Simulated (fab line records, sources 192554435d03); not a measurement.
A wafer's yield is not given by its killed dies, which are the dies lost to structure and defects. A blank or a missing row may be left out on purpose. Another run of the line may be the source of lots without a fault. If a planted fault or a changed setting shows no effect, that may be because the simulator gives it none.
Which of the tools did it? | flow n5Finfet | 12 lots with 36 wafers sampled at 3 steps, on a route of 1938 steps

## WHAT THE GAUGES READ, wafer by wafer
N5_BEOL_M10_OCD_MEAS_38.
lot  | measured     | on     | trenchDepthNm (nm)
L076 | day 10 05:22 | ocd-02 | 150.0 150.3 149.5
L077 | day 11 07:43 | ocd-01 | 148.0 143.4 147.4
L079 | day 12 00:42 | ocd-02 | 145.3 148.2 145.9
L083 | day 12 16:08 | ocd-01 | 151.3 149.5 150.4
L082 | day 13 00:11 | ocd-02 | 150.1 151.5 152.0
L085 | day 13 18:52 | ocd-01 | 148.4 148.3 148.3
L086 | day 14 02:17 | ocd-01 | 150.1 147.4 149.3
L088 | day 14 09:25 | ocd-02 | 150.5 149.7 148.6
L092 | day 14 20:45 | ocd-02 | 148.3 146.6 148.2
L091 | day 15 02:29 | ocd-01 | 150.6 150.0 147.6
L095 | day 16 00:49 | ocd-01 | 148.0 146.4 148.5
L096 | day 17 04:23 | ocd-01 | 148.6 149.2 147.2

## WHICH TOOL RAN EACH LOT (tool, then ch and the chambers of the sampled wafers, then the start)
lot  | N5_BEOL_M10_VIA_ETCH_34           | N5_BEOL_M10_STRIP_36
L076 | rieDiel-01 ch 0,2, day 10 05:05   | rieDiel-01 ch 0,2, day 10 05:08
L077 | rieDiel-02 ch 0,3, day 11 07:26   | rieDiel-02 ch 0,3, day 11 07:29
L079 | rieDiel-02 ch 1,2,3, day 12 00:25 | rieDiel-02 ch 1,2,3, day 12 00:29
L083 | rieDiel-04 ch 1,3, day 12 15:52   | rieDiel-04 ch 1,3, day 12 15:55
L082 | rieDiel-04 ch 1,2,3, day 12 23:54 | rieDiel-04 ch 1,2,3, day 12 23:58
L085 | rieDiel-04 ch 0,1,2, day 13 18:35 | rieDiel-04 ch 0,1,2, day 13 18:38
L086 | rieDiel-01 ch 0,2,3, day 14 01:59 | rieDiel-01 ch 0,2,3, day 14 02:03
L088 | rieDiel-04 ch 1,3, day 14 09:08   | rieDiel-04 ch 1,3, day 14 09:11
L092 | rieDiel-02 ch 2,3, day 14 20:28   | rieDiel-02 ch 2,3, day 14 20:31
L091 | rieDiel-01 ch 0,2,3, day 15 02:12 | rieDiel-01 ch 0,2,3, day 15 02:16
L095 | rieDiel-01 ch 1,3, day 16 00:32   | rieDiel-01 ch 1,3, day 16 00:35
L096 | rieDiel-01 ch 0,1,2, day 17 04:06 | rieDiel-01 ch 0,1,2, day 17 04:10
- N5_BEOL_M10_VIA_ETCH_34: etches SiCOH lowk in C4F6/O2, target depth 184.5 nm, time 69.2 s.
- N5_BEOL_M10_STRIP_36: strips in N2/H2.

## THE ANSWER, worked out from the rows above alone
Rule: what is usual is taken from the lots themselves. The widest of any qualifying gaps counts: lots, ordered by their means at a reading, are off when they make up no more than a third of the lots, leave a main group of 4 or more, and stand apart from it by 3 or more times the standard deviation of that group's means. If all means in a main group match to the digits the tables above print for the reading, that group is not used. Also off: a lot with no number at a reading for which 4 or more lots have one. The other lots that the step has rows for count as sound.
Nothing can be told from this: no lot is off at any reading shown.

## WHAT THE SIMULATOR HAD INSERTED
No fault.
